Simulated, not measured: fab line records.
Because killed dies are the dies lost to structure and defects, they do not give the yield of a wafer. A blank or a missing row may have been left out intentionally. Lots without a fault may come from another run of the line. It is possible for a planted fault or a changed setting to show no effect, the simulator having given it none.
Chamber matching ; flow nandHarc ; rieDiel-12 running NHARC_P_M0_DESCUM_14: 4 sister chambers
The step chemistry O2, time 3 s. 30 wafers are shown with their chamber, then 12 later ones without.

== WAFERS PAIRED WITH THEIR CHAMBERS ==
wafer;chamber;showerheadPlenumPTorr (Torr);oesProductAu (a.u.);chamberPressureMTorr (mTorr)
L075.1;2;1.93;1.002;59.99
L075.2;0;1.79;0.981;60.01
L075.5;3;1.90;0.984;60.05
L076.1;2;1.93;1.010;60.02
L076.3;0;1.79;0.987;60.03
L076.4;1;1.86;0.993;60.11
L079.2;0;1.79;0.991;59.98
L079.5;2;1.93;1.011;60.00
L079.6;1;1.86;0.997;60.04
L081.1;0;1.78;0.986;60.02
L081.2;3;1.90;0.981;59.98
L081.4;1;1.85;0.999;60.01
L082.2;2;1.93;1.007;60.02
L082.3;1;1.85;1.007;60.05
L082.5;3;1.90;0.999;60.02
L084.1;3;1.90;0.990;60.06
L084.3;0;1.78;0.996;60.02
L084.5;2;1.93;1.000;59.94
L086.4;3;1.90;0.985;60.04
L086.5;0;1.78;0.988;59.99
L086.6;2;1.93;1.011;60.01
L085.1;0;1.78;0.978;59.99
L085.2;2;1.92;1.006;59.96
L085.6;3;1.90;0.986;59.96
L087.1;3;1.90;0.994;60.03
L087.3;0;1.78;0.995;59.89
L087.5;0;1.78;0.995;60.04
L093.1;0;1.78;1.000;59.99
L093.4;3;1.90;0.999;60.03
L093.6;0;1.78;0.978;60.01

SIGNATURES (averages over the wafers above)
reading;chamber 0;chamber 1;chamber 2;chamber 3;scatter within a chamber
showerheadPlenumPTorr;1.7827;1.8550;1.9286;1.9000;0.00394
oesProductAu;0.98864;0.99900;1.00671;0.98975;0.00656
chamberPressureMTorr;59.9973;60.0525;59.9914;60.0213;0.0369
Rule: for each reading, subtract the chamber's mean from the wafer's reading, divide by that reading's scatter and square the result; add these up over the readings and take the root, which gives the wafer's distance from the chamber. If the next closest chamber is less than 2 further off than the closest, the wafer can't be placed; otherwise it belongs to the closest. The scatter: the root of (the sum of the squares of (reading less its chamber's mean) over the shown wafers, divided by (wafers less chambers)).

== WAFERS WITH NO CHAMBER GIVEN ==
wafer;showerheadPlenumPTorr (Torr);oesProductAu (a.u.);chamberPressureMTorr (mTorr)
L094.1;1.92;1.008;59.90
L094.3;1.90;0.992;59.93
L094.4;1.78;1.008;59.96
L095.1;1.78;0.989;59.96
L095.4;1.85;0.991;59.97
L095.5;1.90;0.995;60.02
L096.2;1.85;1.000;60.03
L096.3;1.78;1.008;59.96
L096.5;1.78;1.003;59.91
L097.2;1.89;0.997;59.98
L097.4;1.78;1.005;60.04
L097.5;1.85;0.996;60.04

== WHICH CHAMBER EACH ONE RAN IN ==
wafer;from the rows above;in truth
L094.1;2;2
L094.3;3;3
L094.4;0;0
L095.1;0;0
L095.4;1;1
L095.5;3;3
L096.2;1;1
L096.3;0;0
L096.5;0;0
L097.2;3;3
L097.4;0;0
L097.5;1;1
Correct placement for 12 of the 12. From these rows, 0 cannot be placed. Wrongly placed: 0.
